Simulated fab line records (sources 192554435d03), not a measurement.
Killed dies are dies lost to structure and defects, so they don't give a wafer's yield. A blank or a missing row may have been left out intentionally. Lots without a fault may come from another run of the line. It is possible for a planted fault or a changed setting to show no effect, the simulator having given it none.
Matching of chambers + flow n5 finfet + N5_GATE_CUT_ETCH_28 on rie diel-01 has 4 sister chambers
The step etches underlayer in N2/H2, target depth 13 nm, time 10.4 s. 20 wafers are shown with their chamber, then 10 later ones without.

WAFERS PAIRED WITH THEIR CHAMBERS
| wafer  | chamber | etch rf on time s (s) | showerhead plenum p Torr (Torr) | rf vpp V (V) |
|--------|---------|-----------------------|---------------------------------|--------------|
| L076.1 | 3       | 10.24                 | 2.50                            | 521.3        |
| L076.4 | 0       | 10.48                 | 2.47                            | 522.9        |
| L076.6 | 1       | 10.32                 | 2.56                            | 523.6        |
| L078.1 | 0       | 10.46                 | 2.47                            | 523.3        |
| L078.3 | 2       | 10.25                 | 2.40                            | 520.2        |
| L078.4 | 3       | 10.34                 | 2.50                            | 521.9        |
| L079.1 | 3       | 10.39                 | 2.50                            | 523.9        |
| L079.2 | 0       | 10.55                 | 2.47                            | 521.9        |
| L079.6 | 1       | 10.33                 | 2.56                            | 524.3        |
| L083.1 | 3       | 10.20                 | 2.49                            | 522.1        |
| L083.5 | 2       | 9.99                  | 2.72                            | 529.8        |
| L083.6 | 1       | 10.31                 | 2.55                            | 525.0        |
| L085.3 | 2       | 10.07                 | 2.71                            | 527.7        |
| L085.4 | 2       | 10.04                 | 2.71                            | 528.5        |
| L085.6 | 0       | 10.52                 | 2.46                            | 520.8        |
| L090.2 | 1       | 10.44                 | 2.54                            | 524.3        |
| L090.4 | 3       | 10.22                 | 2.49                            | 522.2        |
| L090.5 | 2       | 10.05                 | 2.71                            | 529.7        |
| L091.1 | 3       | 10.13                 | 2.49                            | 522.6        |
| L091.3 | 2       | 10.01                 | 2.71                            | 526.9        |

SIGNATURES (averages over the wafers above)
| reading                  | chamber 0 | chamber 1 | chamber 2 | chamber 3 | scatter within a chamber |
|--------------------------|-----------|-----------|-----------|-----------|--------------------------|
| etch rf on time s        | 10.5025   | 10.3500   | 10.0683   | 10.2533   | 0.081                    |
| showerhead plenum p Torr | 2.4675    | 2.5525    | 2.6600    | 2.4950    | 0.0715                   |
| rf vpp V                 | 522.225   | 524.300   | 527.133   | 522.333   | 2.13                     |
Rule: a wafer's distance from a chamber is the root of the sum, over the readings, of the square of ((its reading less the chamber's mean) divided by the reading's scatter). The wafer belongs to the nearest chamber; if the next one is less than 2 further off, it can't be placed. The scatter: the root of (the sum of the squares of (reading less its chamber's mean) over the shown wafers, divided by (wafers less chambers)).

WAFERS WHOSE CHAMBER IS MISSING
| wafer  | etch rf on time s (s) | showerhead plenum p Torr (Torr) | rf vpp V (V) |
|--------|-----------------------|---------------------------------|--------------|
| L091.4 | 10.48                 | 2.54                            | 521.9        |
| L093.3 | 10.38                 | 2.54                            | 523.3        |
| L093.5 | 9.95                  | 2.71                            | 530.3        |
| L093.6 | 10.15                 | 2.49                            | 523.4        |
| L097.1 | 10.10                 | 2.48                            | 521.9        |
| L097.2 | 10.41                 | 2.45                            | 521.4        |
| L097.6 | 10.49                 | 2.46                            | 520.7        |
| L094.1 | 10.52                 | 2.54                            | 522.7        |
| L094.2 | 10.11                 | 2.70                            | 528.1        |
| L094.6 | 10.55                 | 2.45                            | 521.7        |

WHICH CHAMBER EACH WENT THROUGH
| wafer  | from the rows above          | in truth |
|--------|------------------------------|----------|
| L091.4 | can't be placed: 0 or 1 or 3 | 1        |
| L093.3 | can't be placed: 1 or 3 or 0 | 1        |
| L093.5 | 2                            | 2        |
| L093.6 | can't be placed: 3 or 1 or 2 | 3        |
| L097.1 | can't be placed: 3 or 1 or 2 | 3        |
| L097.2 | can't be placed: 0 or 3 or 1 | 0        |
| L097.6 | 0                            | 0        |
| L094.1 | can't be placed: 0 or 1      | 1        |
| L094.2 | 2                            | 2        |
| L094.6 | 0                            | 0        |
Correct placement for 4 of the 10. Not placeable from these rows: 6 (in 6, the candidates include the true chamber). Placed wrongly: 0.
